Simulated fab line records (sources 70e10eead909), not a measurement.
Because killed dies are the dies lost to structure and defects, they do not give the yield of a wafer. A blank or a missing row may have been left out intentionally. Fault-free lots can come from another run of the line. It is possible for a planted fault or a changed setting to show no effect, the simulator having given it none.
Which of the tools did it? | flow nand-harc | Sampling: 24 lots, 72 wafers, 6 of 1302 route steps

== WHAT THE GAUGES SHOWED, per wafer ==
The record holds no reading of a measuring or inspecting step that can be judged against a usual standard deviation.

== WHAT TOOL EACH LOT RAN ON (gives the tool, then ch and the chambers of the sampled wafers, and finally the start) ==
lot  | NHARC_A_WL_FILL_ALD_19              | NHARC_A_WL_FILL_CVD_20                   | NHARC_A_CONTACT_ETCH_51                       | NHARC_A_CONTACT_ETCH_114             | NHARC_A_CONTACT_ETCH_119             | NHARC_A_CONTACT_DEP_58
L077 | ald-metal-01 ch 0,3, day 21 23:09   | cvd-w-02 ch 0,1, day 22 11:19 or earlier | rie-diel-02 ch 0,1,2, day 22 11:19 or earlier | har-cap-etch-03 ch 0,1, day 22 11:19 | har-cap-etch-03 ch 0,1, day 22 12:10 | pecvd-01 ch 0,1,2, day 22 18:18
L074 | ald-metal-02 ch 0,3, day 22 03:36   | cvd-w-02 ch 1, day 22 14:10 or earlier   | rie-diel-03 ch 1,2, day 22 14:10 or earlier   | har-cap-etch-01 ch 0,1, day 22 14:10 | har-cap-etch-01 ch 0,1, day 22 15:01 | pecvd-01 ch 0,1,2, day 22 21:52
L075 | ald-metal-04 ch 0,1,2, day 22 08:53 | cvd-w-02 ch 0,1, day 22 18:02 or earlier | rie-diel-10 ch 0,2,3, day 22 18:02 or earlier | har-cap-etch-02 ch 0,1, day 22 18:02 | har-cap-etch-02 ch 0,1, day 22 18:53 | pecvd-01 ch 0,1, day 23 01:02
L076 | ald-metal-04 ch 0,2,3, day 22 15:57 | cvd-w-01 ch 0,1, day 23 02:20 or earlier | rie-diel-10 ch 1,2,3, day 23 02:20 or earlier | har-cap-etch-03 ch 0,1, day 23 02:20 | har-cap-etch-03 ch 0,1, day 23 03:11 | pecvd-03 ch 0,1, day 23 09:42
L078 | ald-metal-04 ch 2,3, day 23 03:30   | cvd-w-01 ch 0,1, day 23 12:59 or earlier | rie-diel-02 ch 2,3, day 23 12:59 or earlier   | har-cap-etch-02 ch 0,1, day 23 12:59 | har-cap-etch-02 ch 0,1, day 23 14:08 | pecvd-02 ch 0,1, day 23 20:44
L079 | ald-metal-02 ch 2,3, day 23 03:32   | cvd-w-02 ch 0, day 23 13:01 or earlier   | rie-diel-10 ch 0,1,3, day 23 13:01 or earlier | har-cap-etch-03 ch 0, day 23 13:01   | har-cap-etch-03 ch 0, day 23 13:53   | pecvd-01 ch 1,2, day 23 23:58
L080 | ald-metal-04 ch 0,3, day 23 15:44   | cvd-w-02 ch 0,1, day 24 02:14 or earlier | rie-diel-03 ch 2,3, day 24 02:14 or earlier   | har-cap-etch-01 ch 0,1, day 24 02:14 | har-cap-etch-01 ch 0,1, day 24 03:05 | pecvd-03 ch 0,1,2, day 24 15:11
L081 | ald-metal-02 ch 0,1,3, day 23 15:45 | cvd-w-01 ch 0,1, day 24 01:57 or earlier | rie-diel-10 ch 1,2,3, day 24 01:57 or earlier | har-cap-etch-03 ch 0,1, day 24 01:57 | har-cap-etch-03 ch 0,1, day 24 02:49 | pecvd-03 ch 0,1, day 24 13:38
L082 | ald-metal-04 ch 0,1,3, day 25 01:26 | cvd-w-02 ch 0,1, day 25 10:37 or earlier | rie-diel-03 ch 0,1,2, day 25 10:37 or earlier | har-cap-etch-03 ch 0,1, day 25 10:37 | har-cap-etch-03 ch 0,1, day 25 11:28 | pecvd-01 ch 0,1,2, day 25 17:38
L084 | ald-metal-04 ch 1,3, day 25 11:52   | cvd-w-01 ch 0,1, day 25 20:58 or earlier | rie-diel-03 ch 0,1,2, day 25 20:58 or earlier | har-cap-etch-01 ch 0, day 25 20:58   | har-cap-etch-01 ch 0, day 25 22:06   | pecvd-02 ch 1,2, day 26 06:13
L083 | ald-metal-01 ch 0,2,3, day 25 11:52 | cvd-w-02 ch 0,1, day 25 21:02 or earlier | rie-diel-10 ch 0,1,3, day 25 21:02 or earlier | har-cap-etch-03 ch 0,1, day 25 21:02 | har-cap-etch-03 ch 0,1, day 25 21:54 | pecvd-03 ch 0,1,2, day 26 05:10
L085 | ald-metal-01 ch 0,1,3, day 25 17:18 | cvd-w-02 ch 0,1, day 26 07:19 or earlier | rie-diel-02 ch 0,2,3, day 26 07:19 or earlier | har-cap-etch-03 ch 0,1, day 26 07:19 | har-cap-etch-03 ch 0,1, day 26 08:10 | pecvd-01 ch 0,1, day 26 16:53
L086 | ald-metal-04 ch 0,2,3, day 26 04:17 | cvd-w-01 ch 0,1, day 26 15:09 or earlier | rie-diel-03 ch 2,3, day 26 15:09 or earlier   | har-cap-etch-03 ch 0,1, day 26 15:09 | har-cap-etch-03 ch 0,1, day 26 16:00 | pecvd-03 ch 1,2, day 26 22:26
L087 | ald-metal-02 ch 0,3, day 26 09:06   | cvd-w-02 ch 0,1, day 26 18:03 or earlier | rie-diel-03 ch 1,2, day 26 18:03 or earlier   | har-cap-etch-01 ch 0,1, day 26 18:03 | har-cap-etch-01 ch 0,1, day 26 18:54 | pecvd-01 ch 1,2, day 27 01:31
L088 | ald-metal-04 ch 2, day 27 05:10     | cvd-w-01 ch 0,1, day 27 05:44            | rie-diel-10 ch 1,2,3, day 27 14:55 or earlier | har-cap-etch-02 ch 0,1, day 27 14:55 | har-cap-etch-02 ch 0,1, day 27 15:46 | pecvd-03 ch 0,1,2, day 28 00:48
L089 | ald-metal-01 ch 1,2,3, day 27 05:13 | cvd-w-02 ch 0,1, day 27 14:43 or earlier | rie-diel-02 ch 0,2,3, day 27 14:43 or earlier | har-cap-etch-01 ch 1, day 27 14:43   | har-cap-etch-01 ch 1, day 27 15:34   | pecvd-01 ch 0,1,2, day 27 22:45
L090 | ald-metal-02 ch 0,1,2, day 28 16:18 | cvd-w-01 ch 0,1, day 29 01:31 or earlier | rie-diel-03 ch 0,1,2, day 29 01:31 or earlier | har-cap-etch-01 ch 0,1, day 29 01:31 | har-cap-etch-01 ch 0,1, day 29 02:22 | pecvd-03 ch 1,2, day 29 11:40
L092 | ald-metal-02 ch 0,1,3, day 28 23:54 | cvd-w-02 ch 0,1, day 29 10:06 or earlier | rie-diel-03 ch 0,2,3, day 29 10:06 or earlier | har-cap-etch-02 ch 0,1, day 29 10:06 | har-cap-etch-02 ch 0,1, day 29 10:57 | pecvd-01 ch 0,2, day 29 18:33
L091 | ald-metal-04 ch 0,1,2, day 28 23:55 | cvd-w-01 ch 0,1, day 29 13:14 or earlier | rie-diel-03 ch 0,1,3, day 29 13:14 or earlier | har-cap-etch-03 ch 0,1, day 29 13:14 | har-cap-etch-03 ch 0,1, day 29 14:05 | pecvd-02 ch 0,1,2, day 29 20:12
L094 | ald-metal-04 ch 2,3, day 29 04:23   | cvd-w-02 ch 0,1, day 29 18:31 or earlier | rie-diel-02 ch 0,2,3, day 29 18:31 or earlier | har-cap-etch-03 ch 0,1, day 29 18:31 | har-cap-etch-03 ch 0,1, day 29 19:22 | pecvd-01 ch 0,1,2, day 30 01:27
L093 | ald-metal-01 ch 0,2,3, day 29 04:23 | cvd-w-01 ch 0,1, day 29 16:08 or earlier | rie-diel-03 ch 0,1,2, day 29 16:08 or earlier | har-cap-etch-02 ch 0,1, day 29 16:08 | har-cap-etch-02 ch 0,1, day 29 16:59 | pecvd-01 ch 1,2, day 29 23:23
L095 | ald-metal-02 ch 0,3, day 30 09:07   | cvd-w-02 ch 0,1, day 30 19:55 or earlier | rie-diel-03 ch 1,2,3, day 30 19:55 or earlier | har-cap-etch-02 ch 0,1, day 30 19:55 | har-cap-etch-02 ch 0,1, day 30 20:46 | pecvd-03 ch 0,2, day 31 03:40
L097 | ald-metal-04 ch 0,3, day 30 12:51   | cvd-w-02 ch 0,1, day 31 00:38 or earlier | rie-diel-03 ch 0,1,3, day 31 00:38 or earlier | har-cap-etch-01 ch 0,1, day 31 00:38 | har-cap-etch-01 ch 0,1, day 31 01:29 | pecvd-01 ch 1,2, day 31 08:46
L096 | ald-metal-01 ch 1,3, day 31 02:26   | cvd-w-01 ch 0,1, day 31 12:46 or earlier | rie-diel-02 ch 0,1, day 31 12:46 or earlier   | har-cap-etch-01 ch 0,1, day 31 12:46 | har-cap-etch-01 ch 0,1, day 31 13:37 | pecvd-01 ch 1,2, day 32 03:02
- NHARC_A_WL_FILL_ALD_19: deposits TiN, target thk 2 nm, pulse time 3 s, ald cycles 100.
- NHARC_A_WL_FILL_CVD_20: deposits W, target thk 100 nm, time 74 s.
- NHARC_A_CONTACT_ETCH_51: etches the open film in O2/COS, target depth 7000 nm, time 1820 s.
- NHARC_A_CONTACT_ETCH_114: etches the open film in C4F8/O2/Ar, time 190 s, target depth 1850 nm.
- NHARC_A_CONTACT_ETCH_119: etches the open film in C4F8/O2/Ar, time 190 s, target depth 1850 nm.
- NHARC_A_CONTACT_DEP_58: deposits SiON, target thk 90 nm.

== WHAT THE TOOLS THEMSELVES READ (means of the sampled wafers that have a number; where no wafer has one, the mark that the record gives instead) ==
NHARC_A_WL_FILL_ALD_19.
lot  | tool         | heater-power-w (W) | precursor-pulse-height-rel
L077 | ald-metal-01 | 1054               | 0.998
L074 | ald-metal-02 | 1048               | 1.000
L075 | ald-metal-04 | 1019               | 1.011
L076 | ald-metal-04 | 998                | 0.983
L078 | ald-metal-04 | 1003               | 1.013
L079 | ald-metal-02 | 1217               | 0.985
L080 | ald-metal-04 | 999                | 0.978
L081 | ald-metal-02 | 1130               | 1.004
L082 | ald-metal-04 | 1068               | 1.014
L084 | ald-metal-04 | 1115               | 0.984
L083 | ald-metal-01 | 989                | 1.010
L085 | ald-metal-01 | 972                | 0.984
L086 | ald-metal-04 | 972                | 0.996
L087 | ald-metal-02 | 1005               | 0.995
L088 | ald-metal-04 | 932                | 1.021
L089 | ald-metal-01 | 994                | 0.994
L090 | ald-metal-02 | 1175               | 0.991
L092 | ald-metal-02 | 1118               | 0.985
L091 | ald-metal-04 | 1012               | 1.014
L094 | ald-metal-04 | 1032               | 1.012
L093 | ald-metal-01 | 1002               | 0.993
L095 | ald-metal-02 | 1059               | 0.997
L097 | ald-metal-04 | 1067               | 1.000
L096 | ald-metal-01 | 954                | 0.994

NHARC_A_WL_FILL_CVD_20.
lot  | tool     | heater-power-w (W) | mfc-wf6-sccm (sccm) | throttle-valve-pct (%)
L077 | cvd-w-02 | 794                | 39.97               | 7.56
L074 | cvd-w-02 | 780                | 39.98               | 7.59
L075 | cvd-w-02 | 805                | 39.91               | 7.59
L076 | cvd-w-01 | 755                | 40.21               | 7.83
L078 | cvd-w-01 | 727                | 40.02               | 8.09
L079 | cvd-w-02 | 809                | 40.05               | 7.64
L080 | cvd-w-02 | 815                | 40.03               | 7.72
L081 | cvd-w-01 | 720                | 40.01               | 8.17
L082 | cvd-w-02 | 804                | 39.91               | 7.55
L084 | cvd-w-01 | 731                | 39.84               | 7.94
L083 | cvd-w-02 | 795                | 39.90               | 7.73
L085 | cvd-w-02 | 803                | 39.92               | 7.43
L086 | cvd-w-01 | 763                | 40.16               | 7.79
L087 | cvd-w-02 | 800                | 39.87               | 7.87
L088 | cvd-w-01 | 750                | 40.04               | 7.94
L089 | cvd-w-02 | 805                | 40.05               | 7.71
L090 | cvd-w-01 | 767                | 40.05               | 8.02
L092 | cvd-w-02 | 781                | 39.95               | 7.60
L091 | cvd-w-01 | 760                | 39.93               | 7.93
L094 | cvd-w-02 | 790                | 39.96               | 7.48
L093 | cvd-w-01 | 739                | 39.90               | 8.02
L095 | cvd-w-02 | 794                | 39.85               | 7.44
L097 | cvd-w-02 | 792                | 39.98               | 7.42
L096 | cvd-w-01 | 777                | 39.97               | 7.90

NHARC_A_CONTACT_ETCH_51.
lot  | tool        | bias-w (W) | drypump-motor-current-A (A) | o2-flow-sccm (sccm) | oes-product-au (a.u.) | rf-fwd-power-W (W) | rf-vpp-V (V) | showerhead-plenum-p-Torr (Torr) | throttle-valve-pct (%)
L077 | rie-diel-02 | 299.9      | 5.5                         | 399.9               | 0.997                 | 500.9              | 314.9        | 3.19                            | 28.342
L074 | rie-diel-03 | 300.5      | 6.2                         | 399.7               | 1.004                 | 500.2              | 314.0        | 3.06                            | 28.323
L075 | rie-diel-10 | 299.5      | 5.3                         | 400.0               | 1.007                 | 498.7              | 313.3        | 3.10                            | 28.329
L076 | rie-diel-10 | 299.6      | 5.2                         | 399.3               | 1.007                 | 500.3              | 312.2        | 2.97                            | 28.322
L078 | rie-diel-02 | 300.3      | 5.5                         | 398.0               | 0.989                 | 500.3              | 314.9        | 3.22                            | 28.337
L079 | rie-diel-10 | 299.4      | 5.6                         | 401.5               | 1.009                 | 500.6              | 313.0        | 3.07                            | 28.335
L080 | rie-diel-03 | 300.8      | 6.0                         | 399.3               | 1.005                 | 498.7              | 316.3        | 3.25                            | 28.323
L081 | rie-diel-10 | 300.6      | 5.2                         | 400.9               | 1.005                 | 498.7              | 312.0        | 2.96                            | 28.334
L082 | rie-diel-03 | 300.1      | 6.0                         | 400.3               | 1.000                 | 499.9              | 313.3        | 3.05                            | 28.335
L084 | rie-diel-03 | 298.6      | 6.0                         | 398.6               | 1.003                 | 498.7              | 312.8        | 3.05                            | 28.327
L083 | rie-diel-10 | 300.5      | 5.6                         | 398.6               | 1.011                 | 500.9              | 314.5        | 3.06                            | 28.330
L085 | rie-diel-02 | 300.1      | 5.5                         | 400.4               | 1.001                 | 499.0              | 315.5        | 3.18                            | 28.317
L086 | rie-diel-03 | 299.9      | 6.1                         | 399.5               | 0.999                 | 499.9              | 315.7        | 3.22                            | 28.325
L087 | rie-diel-03 | 299.8      | 6.2                         | 399.9               | 1.004                 | 499.1              | 314.0        | 3.12                            | 28.335
L088 | rie-diel-10 | 300.6      | 5.2                         | 400.6               | 1.009                 | 500.7              | 313.9        | 3.10                            | 28.327
L089 | rie-diel-02 | 300.3      | 5.5                         | 399.7               | 1.002                 | 500.6              | 315.0        | 3.17                            | 28.326
L090 | rie-diel-03 | 300.1      | 6.0                         | 398.4               | 1.003                 | 498.3              | 313.4        | 3.04                            | 28.335
L092 | rie-diel-03 | 299.8      | 5.9                         | 399.2               | 0.989                 | 500.9              | 314.2        | 3.14                            | 28.333
L091 | rie-diel-03 | 300.2      | 5.9                         | 398.9               | 0.997                 | 501.2              | 313.4        | 3.07                            | 28.333
L094 | rie-diel-02 | 299.3      | 5.5                         | 399.9               | 0.999                 | 498.9              | 314.8        | 3.16                            | 28.325
L093 | rie-diel-03 | 300.4      | 6.0                         | 399.1               | 0.994                 | 498.6              | 313.6        | 3.04                            | 28.331
L095 | rie-diel-03 | 300.3      | 6.1                         | 400.2               | 1.001                 | 499.3              | 314.9        | 3.14                            | 28.332
L097 | rie-diel-03 | 299.8      | 5.9                         | 399.4               | 0.993                 | 499.5              | 314.1        | 3.07                            | 28.336
L096 | rie-diel-02 | 300.4      | 5.2                         | 400.9               | 1.011                 | 500.0              | 315.4        | 3.23                            | 28.327

NHARC_A_CONTACT_DEP_58.
lot  | tool     | heater-power-w (W) | rf-fwd-power-W (W)
L077 | pecvd-01 | 717                | 347.4
L074 | pecvd-01 | 761                | 349.1
L075 | pecvd-01 | 819                | 348.9
L076 | pecvd-03 | 679                | 349.3
L078 | pecvd-02 | 766                | 347.2
L079 | pecvd-01 | 741                | 348.6
L080 | pecvd-03 | 698                | 347.7
L081 | pecvd-03 | 704                | 348.7
L082 | pecvd-01 | 792                | 347.6
L084 | pecvd-02 | 742                | 347.8
L083 | pecvd-03 | 726                | 347.8
L085 | pecvd-01 | 879                | 348.1
L086 | pecvd-03 | 752                | 348.9
L087 | pecvd-01 | 673                | 348.6
L088 | pecvd-03 | 735                | 347.6
L089 | pecvd-01 | 760                | 349.0
L090 | pecvd-03 | 787                | 346.7
L092 | pecvd-01 | 920                | 348.4
L091 | pecvd-02 | 748                | 347.3
L094 | pecvd-01 | 774                | 348.1
L093 | pecvd-01 | 734                | 349.4
L095 | pecvd-03 | 698                | 347.8
L097 | pecvd-01 | 747                | 349.2
L096 | pecvd-01 | 770                | 348.1

== THE ANSWER, worked out from the rows above alone ==
Rule: what is usual is taken from the lots themselves. The widest of any qualifying gaps counts: lots, ordered by their means at a reading, are off when they make up no more than a third of the lots, leave a main group of 4 or more, and stand apart from it by 3 or more times the standard deviation of that group's means. A main group is skipped when, at the precision printed for the reading in the tables above, its means are all equal. A lot without any number at a reading at which 4 lots or more have one is off too. Where the step has rows for the other lots, those lots are counted as sound. Order of review: gauges by route order, followed by the tools' own readings, for which a lot's mean as printed above is used. The first step at which some lot is off is used, and at that step the reading that is off furthest; a lot without a number counts as furthest.
No lot is off at any reading shown: from this, nothing can be told.

== WHAT WAS PUT IN BY THE SIMULATOR ==
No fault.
